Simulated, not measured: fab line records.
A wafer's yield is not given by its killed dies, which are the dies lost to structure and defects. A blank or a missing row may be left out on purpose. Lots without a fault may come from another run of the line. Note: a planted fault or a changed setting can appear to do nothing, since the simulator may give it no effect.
Code-filled problem report in 8D (eight disciplines) form -- flow n5 finfet -- the parts of the form that need people (team, actions taken, sign-off) are left out

## 1. THE PROBLEM
A mean of 133 is read at N5_PASSIVATION_PROBE_49 for killed_at_M4_up, taken on 1 wafer of 1 lot, against 14 (standard deviation 5.6) on wafers free of any fault. That puts it +21 standard deviations away from the usual mean.
Seen first at day 17 12:48 on prober-02, wafer L201.6. The record holds 3 wafers of 1 lot with a number at this step. Rule for "out" (also "out of limits"): further than 4 standard deviations from the usual mean. Any other wafer with a number is counted as sound.

## 2. WHAT IT IS, AND WHAT IT ISN'T
question,is,is not
which readings at this step,"killed_at_M4_up, defect limited yield, killed dies, sort_bin_5_function, sort n pass, sort yield pct","killed_at_M0_to_M3, killed at contacts, killed at front end, killed at other, killed on rim, killed open, killed short, sort_bin_6_memory"
which lots,L201,-
which wafers of those lots,L201.6,"L201.1, L201.5"
read on which tools,prober-02,-
when,from day 17 12:48,up to then (2 sound wafers)

## 3. THE SUSPECTS, EACH WITH WHAT RULES IT OUT
Counting: a tool at a process step up to the reading stays a suspect if it ran every lot that is out. Sound lots after the first of them don't rule it out here, since some wafers of a struck lot are sound.
- rie diel-01 at N5_BEOL_M6_ETCH_66 (etches SOC in N2/H2, target depth 80 nm, overetch 16 nm, time 120 s): kept. It ran the lot that is out, L201 (day 13 19:20).
- rie diel-04 at N5_PASSIVATION_DESCUM_12 (chemistry O2, time 7.9 s): kept. It ran the lot that is out, L201 (day 17 06:02).
- rie diel-05 at N5_PASSIVATION_DESCUM_32 (chemistry O2, time 7.9 s): kept. It ran the lot that is out, L201 (day 17 07:46).
- rie diel-01 at N5_PASSIVATION_ETCH_54 (etches SiO2 in CHF3/O2, target depth 880 nm, time 440 s): kept. It ran the lot that is out, L201 (day 17 09:46).
- prober-02 at N5_PASSIVATION_PROBE_49: kept. It ran the lot that is out, L201 (day 17 12:33). On those wafers its own readings are out: defect limited yield, killed_at_M4_up, killed dies, sort_bin_5_function, sort n pass, sort yield pct.
- Within rie diel-01 at N5_BEOL_M6_ETCH_66: the wafers that are out ran in chamber 1; their sound lot-mates ran in chambers 0, 2.
- Within rie diel-04 at N5_PASSIVATION_DESCUM_12: the wafers that are out ran in chamber 0; their sound lot-mates ran in chamber 3.
- Within rie diel-05 at N5_PASSIVATION_DESCUM_32: the wafers that are out ran in chamber 0; their sound lot-mates ran in chambers 1, 3.
- Within rie diel-01 at N5_PASSIVATION_ETCH_54: the wafers that are out ran in chamber 1; their sound lot-mates ran in chambers 0, 3.
Left after counting: rie diel-01 at N5_BEOL_M6_ETCH_66, rie diel-04 at N5_PASSIVATION_DESCUM_12, rie diel-05 at N5_PASSIVATION_DESCUM_32, rie diel-01 at N5_PASSIVATION_ETCH_54, prober-02 at N5_PASSIVATION_PROBE_49.

## 4. THE CAUSE (what the simulator had put in)
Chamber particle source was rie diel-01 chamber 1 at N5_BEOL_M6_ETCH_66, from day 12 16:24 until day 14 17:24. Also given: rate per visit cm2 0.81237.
Counting left 5 suspects, and this tool is among them.

## 5. SEQUENCE OF EFFECTS, ordered by route
Rows list readings where the struck wafers' mean (over those with a number) sits beyond 3 standard deviations from the usual. Readings are gone through only where the record gives a usual standard deviation; hours: the median, over the lots, of the time from a lot's start at the first step in this table giving one to that lot's start at this step; sigmas: the change measured in usual standard deviations.
hours,step,reading,usual,on struck wafers,change,sigmas
0,N5_PASSIVATION_PROBE_49,defect limited yield,91.2 %,82.6,-8.6,-6.1
0,N5_PASSIVATION_PROBE_49,killed_at_M4_up,14,133,+119,+21
0,N5_PASSIVATION_PROBE_49,killed dies,103,205,+102,+6.0
0,N5_PASSIVATION_PROBE_49,sort_bin_5_function,5.1 %,10.9,+5.8,+6.5
0,N5_PASSIVATION_PROBE_49,sort n pass,1077,975,-102,-6.0
0,N5_PASSIVATION_PROBE_49,sort yield pct,91.2 %,82.6,-8.6,-6.1
It contains these process steps:
- N5_PASSIVATION_PROBE_49

## 6. HOW IT WOULD HAVE BEEN CAUGHT EARLIER
In this record the first reading out of limits was taken at day 17 12:48, 116 hours after the fault began at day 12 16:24.
No tool reading at N5_BEOL_M6_ETCH_66 that has a usual standard deviation in the record was out on any struck wafer, so an alarm limit of 4 standard deviations on those readings would not have fired.
All the lots that are out (1) had begun N5_BEOL_M6_ETCH_66 on rie diel-01 by day 17 12:48. A hold on the tool at that time would have spared none of them.
